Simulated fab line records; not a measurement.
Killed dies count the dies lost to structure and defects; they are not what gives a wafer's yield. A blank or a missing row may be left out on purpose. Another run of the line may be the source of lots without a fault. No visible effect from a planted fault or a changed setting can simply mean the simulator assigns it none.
fab line records + flow n5-finfet + part 2 of 2: steps 21 to 29 of 29
record:
- lots: 5
- wafers: 15
- last-day: 16
route steps=1938 shown ILD0@344 SDB@347
lots that met no fault: taken from a fault-free run of the same line
start-h: hours from the record's first day to the start of the lot's first wafer shown + wait-h: time in hours since the lot's previous step + " unchanged from the row above + L1.1+2: several wafers, shown together as one row + - value missing, or start not given + * or withheld: withheld + < > ~ a bound
route shown NAME@n: NAME is a module with steps in the file, n the number in the route of the first one + usual: mean/standard deviation taken from wafers without a fault + same: alike in all rows + chamber/n: place in a boat + sites: readings site by site + _std_site: how widely they spread, as a standard deviation + _edge_site: the outer-site mean with the inner-site mean subtracted + radius-mm: for every site, how far away it sits from the centre of the wafer + mask NAME#n: copy n + behind: tool/chamber where the wafer was last shaped + hold: reason for holding the lot/hours on hold/outcome of the hold + device: names the non-switching transistor (n, p or np) + end of line: at the end of the route, the tests of the same wafers + where a step has no rows: the recipe by itself + killed: the dies lost at the first sort to structure and to defects; this is not the yield of the wafer + map: shows each die of a wafer: x if killed, . if not, _ if none is there
set.NAME: the run value of the setting; set.NAME@STEP: its run value at that earlier step + model.NAME: the simulator's own value behind a step, which no gauge read
lots at selected steps of the route; one table per step, one row per wafer
services: when a tool's chamber went out of use (start-h, in hours from the record's first day, below 0 if earlier), for how many hours, and the reason
== steps ==
step: N5_SDB_HM_OPEN_20
recipe:
- chemistry: CH3F/O2
- target: SiNx
- mask-material: SOC
- target-depth-a: 240
- stop-on: poly-Si
- over-etch-frac: 0.4
- ion-energy-ev: 120
- pressure-mtorr: 30
- source-w: 395
- bias-w: 73
- Ar_flow_sccm: 150
- CH3F_flow_sccm: 30
- O2_flow_sccm: 20
usual:
- CH3F_flow_sccm: 30.00/0.097
- drypump-motor-current-A: 5.6/0.3
- oes_o_777_au: 0.79/0.083
- oes-product-au: 0.66/0.073
- rf-vpp-V: 298/8.8
- showerhead-plenum-p-Torr: 1.98/0.057
- throttle-valve-pct: 16.29/0.21
| lot.wafer | tool        | chamber | start-h | wait-h | CH3F_flow_sccm | drypump-motor-current-A | oes_o_777_au | oes-product-au | rf-hours-counter-h | rf-vpp-V | showerhead-plenum-p-Torr | throttle-valve-pct |
|-----------|-------------|---------|---------|--------|----------------|-------------------------|--------------|----------------|--------------------|----------|--------------------------|--------------------|
| L080.1    | rie-diel-02 | 2       | 101.94  | 0.0    | 30.04          | 5.7                     | 0.74         | 0.59           | 181                | 290      | 1.97                     | 16.41              |
| L080.3    | "           | 1       | "       | "      | 30.15          | 5.2                     | 0.78         | 0.64           | 101                | 308      | 1.95                     | 16.80              |
| L080.5    | "           | 1       | "       | "      | 30.07          | 5.2                     | 0.77         | 0.64           | -                  | 306      | 1.95                     | 16.80              |
| L085.1    | rie-diel-02 | 2       | 133.09  | 0.0    | 30.03          | 5.7                     | 0.72         | 0.59           | 195                | 291      | 1.96                     | 16.45              |
| L085.4    | "           | 1       | "       | "      | 30.27          | 5.2                     | 0.76         | 0.63           | -                  | 308      | 1.95                     | 16.81              |
| L085.5    | "           | 2       | "       | "      | 29.88          | 5.7                     | 0.73         | 0.59           | -                  | 291      | 1.96                     | 16.43              |
| L086.2    | rie-diel-03 | 2       | 141.31  | 0.0    | 30.05          | 5.7                     | 0.85         | 0.75           | 32                 | 309      | 2.04                     | 16.11              |
| L086.5    | "           | 2       | "       | "      | 29.86          | 5.7                     | 0.85         | 0.74           | -                  | 308      | 2.04                     | 16.10              |
| L086.6    | "           | 1       | "       | "      | 29.93          | 5.2                     | 0.83         | 0.70           | -                  | 305      | 1.92                     | 16.14              |
| L088.2    | rie-diel-02 | 2       | 151.11  | 0.0    | 30.04          | 5.7                     | 0.72         | 0.58           | 205                | 290      | 1.96                     | 16.46              |
| L088.3    | "           | 0       | "       | "      | 30.06          | 5.7                     | 0.72         | 0.60           | 202                | 278      | 1.89                     | 16.48              |
| L088.6    | "           | 2       | "       | "      | 29.97          | 5.7                     | 0.72         | 0.59           | -                  | 292      | 1.96                     | 16.45              |
| L091.2    | rie-diel-03 | 3       | 167.98  | 0.0    | 30.16          | 5.9                     | 0.69         | 0.61           | 160                | 292      | 1.98                     | 16.20              |
| L091.4    | "           | 0       | "       | "      | 30.05          | 5.1                     | 0.71         | 0.57           | 233                | 302      | 2.06                     | 16.32              |
| L091.6    | "           | 3       | "       | "      | 30.02          | 5.9                     | 0.69         | 0.62           | -                  | 289      | 1.98                     | 16.20              |
step: N5_SDB_STRIP_22
recipe:
- chemistry: N2/H2
- power-w: 1000
- temp-c: 250
- h2-frac: 0.65
- overash-fraction: 0.3
- pressure-mtorr: withheld
- n2-flow-sccm: 1750
- h2-flow-sccm: 3250
usual:
- drypump-motor-current-A: 5.4/0.63
- h2-flow-sccm: 3250/11
- heater-power-w: 308/7.3
- oes-product-au: 0.715/0.0049
- strip-time-to-endpoint-s: 96.4/0.36
| lot.wafer | tool            | chamber | start-h | wait-h | drypump-motor-current-A | h2-flow-sccm | heater-power-w | oes-product-au | rf-hours-counter-h | strip-time-to-endpoint-s |
|-----------|-----------------|---------|---------|--------|-------------------------|--------------|----------------|----------------|--------------------|--------------------------|
| L080.1    | plasma-asher-01 | 1       | 102.02  | 0.1    | 4.7                     | 3260         | 310            | 0.714          | 41                 | 96.3                     |
| L080.3    | "               | 0       | "       | "      | 5.9                     | 3253         | 303            | 0.717          | -                  | 96.4                     |
| L080.5    | "               | 1       | "       | "      | 4.8                     | 3263         | 319            | 0.709          | -                  | 96.4                     |
| L085.1    | plasma-asher-01 | 0       | 133.17  | 0.1    | 5.9                     | 3239         | 311            | 0.712          | 50                 | 96.4                     |
| L085.4    | "               | 1       | "       | "      | 4.7                     | 3247         | 315            | 0.710          | -                  | 96.3                     |
| L085.5    | "               | 0       | "       | "      | 5.9                     | 3238         | 309            | 0.716          | -                  | 96.0                     |
| L086.2    | plasma-asher-01 | 0       | 141.40  | 0.1    | 5.9                     | 3254         | 312            | 0.715          | 52                 | 96.5                     |
| L086.5    | "               | 0       | "       | "      | 5.9                     | 3264         | 313            | 0.719          | -                  | 96.5                     |
| L086.6    | "               | 1       | "       | "      | 4.7                     | 3244         | 319            | 0.713          | -                  | 96.6                     |
| L088.2    | plasma-asher-02 | 1       | 151.19  | 0.1    | 6.1                     | 3274         | 309            | 0.720          | 100                | 96.2                     |
| L088.3    | "               | 0       | "       | "      | 4.8                     | 3238         | 305            | 0.720          | -                  | 96.7                     |
| L088.6    | "               | 0       | "       | "      | 4.8                     | 3240         | 297            | 0.713          | -                  | 96.4                     |
| L091.2    | plasma-asher-01 | 1       | 168.06  | 0.1    | 4.7                     | 3255         | 309            | 0.714          | 59                 | 96.7                     |
| L091.4    | "               | 0       | "       | "      | 5.9                     | 3250         | 315            | 0.716          | -                  | 95.6                     |
| L091.6    | "               | 0       | "       | "      | 5.9                     | 3244         | 308            | 0.707          | -                  | 96.3                     |
step: N5_SDB_PRECLEAN_23
recipe:
- chemistry: dHF
- time-s: 30
- temp-c: 25
- dilution: withheld
| lot.wafer  | tool         | chamber | start-h | wait-h |
|------------|--------------|---------|---------|--------|
| L080.1+3+5 | wet-bench-02 | 6,2,3   | 102.17  | 0.1    |
| L085.1+4+5 | wet-bench-01 | 6,0,4   | 133.32  | 0.1    |
| L086.2+5+6 | wet-bench-05 | 6,7,0   | 141.54  | 0.1    |
| L088.2+3+6 | wet-bench-05 | 0,2,5   | 151.33  | 0.1    |
| L091.2+4+6 | wet-bench-02 | 1,3,6   | 168.20  | 0.1    |
step: N5_SDB_DUMMY_REMOVE_24
recipe:
- chemistry: TMAH
- temp-c: 70
- target: poly-Si
- stop-on: SiO2
- target-depth-nm: 142
- conc-wt-pct: 5
- time-s: 57
- dry: ipa-marangoni
- rinse-time-s: 30
- rinse-temp-c: 23
| lot.wafer  | tool         | chamber | start-h | wait-h |
|------------|--------------|---------|---------|--------|
| L080.1+3+5 | wet-bench-02 | 6,2,3   | 102.19  | 0.0    |
| L085.1+4+5 | wet-bench-01 | 6,0,4   | 133.33  | 0.0    |
| L086.2+5+6 | wet-bench-05 | 6,7,0   | 141.55  | 0.0    |
| L088.2+3+6 | wet-bench-05 | 0,2,5   | 151.35  | 0.0    |
| L091.2+4+6 | wet-bench-02 | 1,3,6   | 168.22  | 0.0    |
step: N5_SDB_ETCH_25
recipe:
- chemistry: C4F6/O2
- target: SiO2
- target-depth-a: 100
- time-s: 3.3
- ion-energy-ev: 250
- mask-material: SiNx
- pressure-mtorr: 30
- source-w: 345
- bias-w: 185
- Ar_flow_sccm: 300
- C4F6_flow_sccm: 10
- O2_flow_sccm: 10
usual:
- drypump-motor-current-A: 5.61/0.29
- oes_o_777_au: 0.80/0.096
- oes-product-au: 0.80/0.093
- rf-vpp-V: 662/20
- showerhead-plenum-p-Torr: 2.81/0.081
- throttle-valve-pct: 21.13/0.24
| lot.wafer | tool        | chamber | start-h | wait-h | drypump-motor-current-A | oes_o_777_au | oes-product-au | rf-hours-counter-h | rf-vpp-V | showerhead-plenum-p-Torr | throttle-valve-pct |
|-----------|-------------|---------|---------|--------|-------------------------|--------------|----------------|--------------------|----------|--------------------------|--------------------|
| L080.1    | rie-diel-06 | 3       | 102.28  | 0.0    | 5.91                    | 0.76         | 0.71           | 193                | 638      | 2.71                     | 21.29              |
| L080.3    | "           | 1       | "       | "      | 5.42                    | 0.97         | 0.95           | 9                  | 663      | 2.91                     | 21.04              |
| L080.5    | "           | 1       | "       | "      | 5.41                    | 0.98         | 0.95           | -                  | 661      | 2.91                     | 21.05              |
| L085.1    | rie-diel-03 | 3       | 133.39  | 0.0    | 5.95                    | 0.67         | 0.74           | 148                | 652      | 2.83                     | 20.97              |
| L085.4    | "           | 0       | "       | "      | 5.09                    | 0.70         | 0.69           | 222                | 676      | 2.94                     | 21.08              |
| L085.5    | "           | 3       | "       | "      | 5.93                    | 0.68         | 0.74           | -                  | 652      | 2.83                     | 20.97              |
| L086.2    | rie-diel-02 | 0       | 141.61  | 0.0    | 5.70                    | 0.72         | 0.72           | 201                | 626      | 2.70                     | 21.26              |
| L086.5    | "           | 1       | "       | "      | 5.20                    | 0.75         | 0.78           | -                  | 689      | 2.78                     | 21.82              |
| L086.6    | "           | 2       | "       | "      | 5.68                    | 0.72         | 0.72           | -                  | 652      | 2.79                     | 21.23              |
| L088.2    | rie-diel-02 | 2       | 151.41  | 0.0    | 5.68                    | 0.71         | 0.72           | 205                | 652      | 2.79                     | 21.23              |
| L088.3    | "           | 0       | "       | "      | 5.70                    | 0.72         | 0.72           | 202                | 625      | 2.69                     | 21.25              |
| L088.6    | "           | 0       | "       | "      | 5.68                    | 0.73         | 0.71           | -                  | 627      | 2.70                     | 21.24              |
| L091.2    | rie-diel-03 | 1       | 168.37  | 0.1    | 5.21                    | 0.85         | 0.81           | 107                | 680      | 2.73                     | 20.91              |
| L091.4    | "           | 3       | "       | "      | 5.94                    | 0.67         | 0.73           | 160                | 652      | 2.82                     | 20.98              |
| L091.6    | "           | 2       | "       | "      | 5.73                    | 0.86         | 0.90           | -                  | 694      | 2.90                     | 20.97              |
step: N5_SDB_CUT_ETCH_26
recipe:
- chemistry: HBr/Cl2/O2
- target: Si
- target-depth-a: 1296
- bt-time-s: 20
- mask-material: SiNx
- time-s: 51.8
- ion-energy-ev: *
- bias-w: *
- pressure-mtorr: 10
- icp-w: 800
- HBr_flow_sccm: 150
- Cl2_flow_sccm: 80
- O2_flow_sccm: 12
usual:
- drypump-motor-current-A: 5.9/0.63
- oes_o_777_au: 0.96/0.054
- oes-product-au: 0.994/0.012
- throttle-valve-pct: 37.3/0.45
| lot.wafer | tool      | chamber | start-h | wait-h | drypump-motor-current-A | oes_o_777_au | oes-product-au | rf-hours-counter-h | throttle-valve-pct |
|-----------|-----------|---------|---------|--------|-------------------------|--------------|----------------|--------------------|--------------------|
| L080.1    | rie-si-03 | 1       | 102.36  | 0.1    | 6.6                     | 1.04         | 0.996          | 145                | 37.7               |
| L080.3    | "         | 3       | "       | "      | 5.4                     | 0.85         | 0.981          | 45                 | 36.9               |
| L080.5    | "         | 1       | "       | "      | 6.6                     | 1.05         | 1.006          | -                  | 37.7               |
| L085.1    | rie-si-03 | 0       | 133.47  | 0.1    | 6.8                     | 0.94         | 0.991          | 57                 | 38.3               |
| L085.4    | "         | 2       | "       | "      | 5.3                     | 0.95         | 1.001          | 144                | 37.0               |
| L085.5    | "         | 2       | "       | "      | 5.3                     | 0.95         | 1.008          | -                  | 37.0               |
| L086.2    | rie-si-03 | 2       | 141.70  | 0.1    | 5.3                     | 0.96         | 0.994          | 145                | 37.0               |
| L086.5    | "         | 0       | "       | "      | 6.8                     | 0.94         | 0.997          | -                  | 38.3               |
| L086.6    | "         | 2       | "       | "      | 5.3                     | 0.97         | 0.993          | -                  | 37.0               |
| L088.2    | rie-si-02 | 2       | 151.49  | 0.1    | 6.6                     | 1.04         | 0.993          | 165                | 37.5               |
| L088.3    | "         | 0       | "       | "      | 4.9                     | 0.97         | 0.984          | 122                | 37.1               |
| L088.6    | "         | 0       | "       | "      | 4.9                     | 0.97         | 0.979          | -                  | 37.2               |
| L091.2    | rie-si-03 | 0       | 168.45  | 0.1    | 6.8                     | 0.95         | 0.990          | 57                 | 38.3               |
| L091.4    | "         | 3       | "       | "      | 5.4                     | 0.86         | 0.991          | 46                 | 36.9               |
| L091.6    | "         | 0       | "       | "      | 6.8                     | 0.94         | 0.994          | -                  | 38.3               |
step: N5_SDB_PRECLEAN_38
recipe:
- chemistry: dHF
- time-s: 10
- dilution: 750:1
- temp-c: 25
| lot.wafer  | tool         | chamber | start-h | wait-h |
|------------|--------------|---------|---------|--------|
| L080.1+3+5 | wet-bench-05 | 5,6,4   | 102.48  | 0.1    |
| L085.1+4+5 | wet-bench-02 | 2,6,4   | 133.59  | 0.1    |
| L086.2+5+6 | wet-bench-01 | 6,3,4   | 141.81  | 0.1    |
| L088.2+3+6 | wet-bench-01 | 6,4,0   | 151.61  | 0.1    |
| L091.2+4+6 | wet-bench-05 | 7,3,4   | 168.57  | 0.1    |
step: N5_SDB_PRECLEAN_39
recipe:
- chemistry: O3/DIW
- time-s: 45
- temp-c: 22
- o3-ppm: 10
| lot.wafer  | tool         | chamber | start-h | wait-h |
|------------|--------------|---------|---------|--------|
| L080.1+3+5 | wet-bench-05 | 5,6,4   | 102.49  | 0.0    |
| L085.1+4+5 | wet-bench-02 | 2,6,4   | 133.60  | 0.0    |
| L086.2+5+6 | wet-bench-01 | 6,3,4   | 141.82  | 0.0    |
| L088.2+3+6 | wet-bench-01 | 6,4,0   | 151.61  | 0.0    |
| L091.2+4+6 | wet-bench-05 | 7,3,4   | 168.57  | 0.0    |
step: N5_SDB_SRD_28
recipe:
- dry: ipa-marangoni
- time-s: 30
- temp-c: 23
- rinse-liquid: diw
| lot.wafer  | tool         | chamber | start-h | wait-h |
|------------|--------------|---------|---------|--------|
| L080.1+3+5 | wet-bench-05 | 5,6,4   | 102.50  | 0.0    |
| L085.1+4+5 | wet-bench-02 | 2,6,4   | 133.61  | 0.0    |
| L086.2+5+6 | wet-bench-01 | 6,3,4   | 141.83  | 0.0    |
| L088.2+3+6 | wet-bench-01 | 6,4,0   | 151.62  | 0.0    |
| L091.2+4+6 | wet-bench-05 | 7,3,4   | 168.59  | 0.0    |
== services ==
| tool            | chamber | start-h | hours | kind   |
|-----------------|---------|---------|-------|--------|
| cmp-04          | -       | 77.16   | 1.1   | repair |
| arfi-scanner-02 | -       | 77.43   | 0.8   | pm     |
| arfi-scanner-02 | -       | 83.36   | 3.9   | pm     |
| plasma-asher-01 | -       | 84.16   | 4.3   | pm     |
| pecvd-04        | -       | 85.71   | 0.6   | repair |
| rie-diel-02     | -       | 91.15   | 2.8   | pm     |
| rie-diel-06     | 0       | 91.22   | 16.7  | repair |
| cmp-02          | -       | 94.82   | 0.7   | repair |
| cmp-04          | -       | 96.85   | 1.0   | repair |
| plasma-asher-02 | -       | 101.08  | 0.9   | repair |
| arfi-scanner-03 | -       | 103.69  | 1.0   | pm     |
| cmp-04          | -       | 106.25  | 0.8   | repair |
| cmp-03          | -       | 109.17  | 2.9   | repair |
| rie-si-03       | -       | 109.71  | 0.8   | repair |
| rie-diel-02     | 1       | 112.26  | 2.7   | repair |
| cmp-03          | -       | 118.77  | 1.5   | repair |
| cmp-02          | -       | 123.53  | 3.4   | repair |
| rie-si-03       | 1       | 134.50  | 7.3   | repair |
| arfi-scanner-02 | -       | 138.27  | 1.0   | pm     |
| cmp-03          | -       | 142.80  | 0.4   | repair |
| pecvd-04        | -       | 148.13  | 1.1   | repair |
| cmp-03          | -       | 153.91  | 0.3   | repair |
| arfi-scanner-02 | -       | 159.04  | 1.3   | pm     |
| wet-bench-02    | -       | 160.49  | 4.4   | pm     |
